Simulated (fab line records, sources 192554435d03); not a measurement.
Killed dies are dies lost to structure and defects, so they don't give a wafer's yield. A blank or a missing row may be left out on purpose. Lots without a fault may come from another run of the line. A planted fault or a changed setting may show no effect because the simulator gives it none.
A struck lot beside a sound one | flow n5_finfet | 21 steps out of a route of 1938
Sound: wafers L102.1, L102.5, L102.6. Struck: wafers L113.1, L113.2, L113.4. The cause comes at the end.
At each step with rows: each side's tool, then ch and its chambers, then its first start. Under that, the readings that differ: sound wafers | struck wafers | difference of the means | sigmas: that difference in standard deviations of wafers without a fault.
alike: readings whose means differ by less than 2 such deviations, and words and numbers that are the same on both sides. not compared: withheld readings, readings that some wafer has no value for, bounds like >300 that may hide the same value, and numbers for which the record gives no deviation and whose values overlap.
The two part at a step that has a row with sigmas, a row that says differs or no value, or rows on one side only. Numbers that don't overlap but have no deviation are shown without sigmas and don't part them. A reading that every wafer of one side lacks parts them only if that side has two wafers or more.

first, 6 steps without rows for these wafers: N5_BEOL_M3_COAT_05 (resist thk 30 nm); N5_BEOL_M3_EBR_07; N5_BEOL_M3_SOFTBAKE_06 (time 60 s); N5_BEOL_M3_EXPOSE_08 (exposes mask M3); N5_BEOL_M3_PEB_09 (peb time 60 s); N5_BEOL_M3_DEVELOP_10 (develop time 30 s).
N5_BEOL_M3_CD_MEAS_11: target cd 17.05 nm.
  sound on cd_sem-03 ch 0, day 8 18:58; struck on cd_sem-01 ch 0, day 11 23:22
  alike: cd_nm
N5_BEOL_M3_OVL_MEAS_12:
  sound on overlay-02 ch 0, day 8 19:00; struck on overlay-01 ch 0, day 11 23:24
  alike: M3_OVL
N5_BEOL_M3_INSPECT_13: inspects for defects (brightfield).
  sound on defect_inspect-01, day 8 19:04; struck on defect_inspect-01, day 11 23:27
  alike: raw_defect_count
N5_BEOL_M3_DESCUM_16: chemistry O2, time 7 s.
  sound on rie_diel-01 ch 1,2, day 8 19:14; struck on rie_diel-03 ch 0,1,3, day 11 23:31
  reading                     | sound       | struck      | difference | sigmas
  drypump_motor_current_A (A) | 5.2 5.2 5.4 | 6.5 6.0 6.6 | +1.1       | +2
  alike: chamber_pressure_mTorr, oes_product_au, rf_vpp_V, showerhead_plenum_p_Torr, throttle_valve_pct
  not compared: rf_hours_counter_h
N5_BEOL_M3_ETCH_74: etches underlayer in N2/H2, target depth 6.5 nm, time 5.2 s.
  sound on rie_diel-01 ch 1,2, day 8 19:16; struck on rie_diel-03 ch 0,1,3, day 11 23:34
  reading                     | sound             | struck            | difference | sigmas
  drypump_motor_current_A (A) | 5.3 5.3 5.4       | 6.5 6.0 6.6       | +1.0       | +2
  throttle_valve_pct (%)      | 17.32 17.32 17.27 | 17.66 18.11 17.83 | +0.56      | +2
  alike: bias_w, chamber_pressure_mTorr, etch_rf_on_time_s, h2_flow_sccm, oes_product_au, rf_vpp_V, showerhead_plenum_p_Torr
  not compared: rf_hours_counter_h
N5_BEOL_M3_ETCH_63: etches SiARC in CF4, target depth 15.6 nm, time 26 s.
  sound on rie_diel-01 ch 1,2, day 8 19:17; struck on rie_diel-03 ch 0,1,3, day 11 23:35
  reading                     | sound       | struck      | difference | sigmas
  drypump_motor_current_A (A) | 5.3 5.3 5.4 | 6.5 6.1 6.6 | +1.1       | +2
  alike: bias_w, cf4_flow_sccm, chamber_pressure_mTorr, etch_rf_on_time_s, oes_product_au, rf_vpp_V, showerhead_plenum_p_Torr, throttle_valve_pct
  not compared: rf_hours_counter_h
N5_BEOL_M3_ETCH_64: etches SOC in N2/H2, target depth 75 nm, overetch 15 nm, time 112.5 s.
  sound on rie_diel-01 ch 1,2, day 8 19:19; struck on rie_diel-03 ch 0,1,3, day 11 23:36
  no value came back on the struck wafers for any of 9 readings (bias_w (W), chamber_pressure_mTorr (mTorr) and others); on the sound wafers bias_w (W) reads 149.9 149.9 150.5
  reading                                         | sound     | struck     | difference | sigmas
  model.CAR-EUV_of_BEOL_M3_COAT_05.thk_nm (nm)    | 0 0 0     | 11 11.2 11 | +11        |
  model.SiARC_of_BEOL_M3_COAT_62.thk_nm (nm)      | 6.8 6.6 7 | 12 12 12   | +5         |
  model.underlayer_of_BEOL_M3_COAT_73.thk_nm (nm) | 0 0 0     | 5 5 5      | +5         |
  not compared: rf_hours_counter_h
then, 2 steps without rows for these wafers: N5_BEOL_M3_STRIP_65 (strips in N2/H2); N5_BEOL_M3_STRIP_75 (strips in N2/H2).
N5_BEOL_M3_STRIP_66: strips in CF4.
  sound on rie_diel-01 ch 1,2, day 8 19:27; struck on rie_diel-03 ch 0,1,3, day 11 23:44
  reading                     | sound       | struck      | difference | sigmas
  drypump_motor_current_A (A) | 5.2 5.3 5.4 | 6.5 6.0 6.6 | +1.1       | +2
  alike: chamber_pressure_mTorr, oes_product_au, rf_vpp_V, showerhead_plenum_p_Torr, throttle_valve_pct
  not compared: rf_hours_counter_h
N5_BEOL_M3_HM_OPEN_17: chemistry Cl2/BCl3, target TiN, target depth 20 nm, overetch 6 nm.
  sound on rie_metal-03 ch 0,1, day 8 19:29; struck on rie_metal-03 ch 0,1, day 11 23:46
  reading                | sound             | struck            | difference | sigmas
  oes_product_au (a.u.)  | 0.66 0.68 0.54    | 0.36 0.29 0.29    | -0.31      | -3
  throttle_valve_pct (%) | 22.32 22.27 22.38 | 22.88 22.96 22.95 | +0.61      | +3
  alike: chamber_pressure_mTorr, drypump_motor_current_A
  not compared: rf_hours_counter_h
N5_BEOL_M3_STRIP_19: strips in O2.
  sound on rie_diel-01 ch 0,1, day 8 19:49; struck on rie_diel-01 ch 0,1,3, day 11 23:53
  alike: chamber_pressure_mTorr, drypump_motor_current_A, oes_product_au, rf_vpp_V, showerhead_plenum_p_Torr, throttle_valve_pct
  not compared: rf_hours_counter_h
N5_BEOL_M3_CD_MEAS_18: pitch 36 nm, target cd 18 nm.
  sound on cd_sem-02, day 8 19:53; struck on cd_sem-01, day 11 23:57
  reading    | sound          | struck | difference                    | sigmas
  cd_nm (nm) | 17.6 17.6 18.1 | - - -  | no value on the struck wafers |
then, 1 step without rows for these wafers: N5_BEOL_M3_COAT_67 (time 60 s, resist thk 60 nm).
N5_BEOL_M4_RC_MEAS_101:
  the record has rows for the sound wafers here (prober-02 ch 0, day 10 00:21) and none for the struck ones

WHERE THEY PART
First at N5_BEOL_M3_DESCUM_16; last, within this record, at N5_BEOL_M4_RC_MEAS_101.

WHY: what the simulator had put in
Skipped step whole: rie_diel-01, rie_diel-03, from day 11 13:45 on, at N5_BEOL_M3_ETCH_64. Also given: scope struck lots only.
